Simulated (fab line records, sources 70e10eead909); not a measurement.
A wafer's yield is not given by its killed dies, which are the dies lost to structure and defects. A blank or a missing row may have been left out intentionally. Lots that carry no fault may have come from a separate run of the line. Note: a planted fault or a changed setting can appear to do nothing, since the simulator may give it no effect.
2 desks looking at one fault / flow nand harc / only its own numbers are on each desk; what lay behind them is given at the end

THE TOOL OWNER'S DESK: pecvd-02
The tool's own readings at NHARC_A_CONTACT_DEP_24 (deposits SiO2, target thk 500 nm): means of the sampled wafers that have a number, for each lot that ran on this tool. Marked OUT: a lot whose mean sits more than 4 standard deviations from the usual mean, which makes it out of limits; the brackets give that distance.
Columns: A = heater power w at NHARC_A_CONTACT_DEP_24, usual 524 W; B = rf fwd power W at NHARC_A_CONTACT_DEP_24, usual 898.5 W; C = showerhead vpp V at NHARC_A_CONTACT_DEP_24, usual 1859 V; D = susceptor temp C at NHARC_A_CONTACT_DEP_24, usual 399.99 C; E = throttle valve pct at NHARC_A_CONTACT_DEP_24, usual 15.7 %
lot=L851; first seen here=day 17 15:47; A=531; B=900.1; C=1853; D=400.04; E=15.3
lot=L855; first seen here=day 18 05:57; A=526; B=895.6; C=1840; D=399.93; E=15.2
lot=L854; first seen here=day 18 16:47; A=490; B=900.5; C=1775; D=399.90; E=15.1
lot=L859; first seen here=day 19 07:47; A=614; B=716.2 (-73) OUT; C=1612; D=400.12; E=15.4
lot=L857; first seen here=day 19 08:19; A=592; B=717.6 (-72) OUT; C=1610; D=400.37; E=15.4
This desk finds L857, L859 out of limits, L859 being first, at day 19 07:47 (rf fwd power W at NHARC_A_CONTACT_DEP_24). L851, L855, L854 stayed within limits.

THE METROLOGY DESK
What the gauges read, lot by lot, whatever tool the lot ran on: means of the sampled wafers that have a number. Marked OUT: a lot whose mean sits more than 4 standard deviations from the usual mean, which makes it out of limits; the brackets give that distance.
Columns: A = cd nm at NHARC_A_CONTACT_CD_MEAS_42, usual 200.2 nm
lot=L846; first seen here=day 16 04:44; A=200.5
lot=L849; first seen here=day 16 16:22; A=199.9
lot=L852; first seen here=day 17 18:34; A=200.3
lot=L851; first seen here=day 17 20:45; A=199.7
lot=L853; first seen here=day 18 09:12; A=200.4
lot=L855; first seen here=day 18 11:20; A=200.9
lot=L854; first seen here=day 18 20:55; A=200.6
lot=L857; first seen here=day 19 14:25; A=200.3
lot=L861; first seen here=day 19 16:31; A=199.8
lot=L859; first seen here=day 19 16:54; A=200.0
lot=L858; first seen here=day 19 18:23; A=199.9
lot=L865; first seen here=day 21 13:39; A=199.8
lot=L868; first seen here=day 22 13:28; A=200.7
lot=L869; first seen here=day 23 01:48; A=200.1
Result from this desk: across the 14 lots, nothing is out of limits.

ALL TOGETHER
An alarm could have come from the tool owner's desk at day 19 07:47, on L857, L859.
Metrology desk: nothing out of limits seen.
The metrology desk has L857, L859 on record, within its limits.
NHARC_A_CONTACT_DEP_24 was run on pecvd-02 by each of the lots named.

WHAT THE SIMULATOR HAD INSERTED
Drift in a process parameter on pecvd-02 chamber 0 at NHARC_A_CONTACT_DEP_24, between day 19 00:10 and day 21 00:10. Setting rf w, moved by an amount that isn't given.
Struck lots among those shown: L857, L859.
Delay in hours, fault start to first out-of-limits reading, by desk: the tool owner's desk at 8.
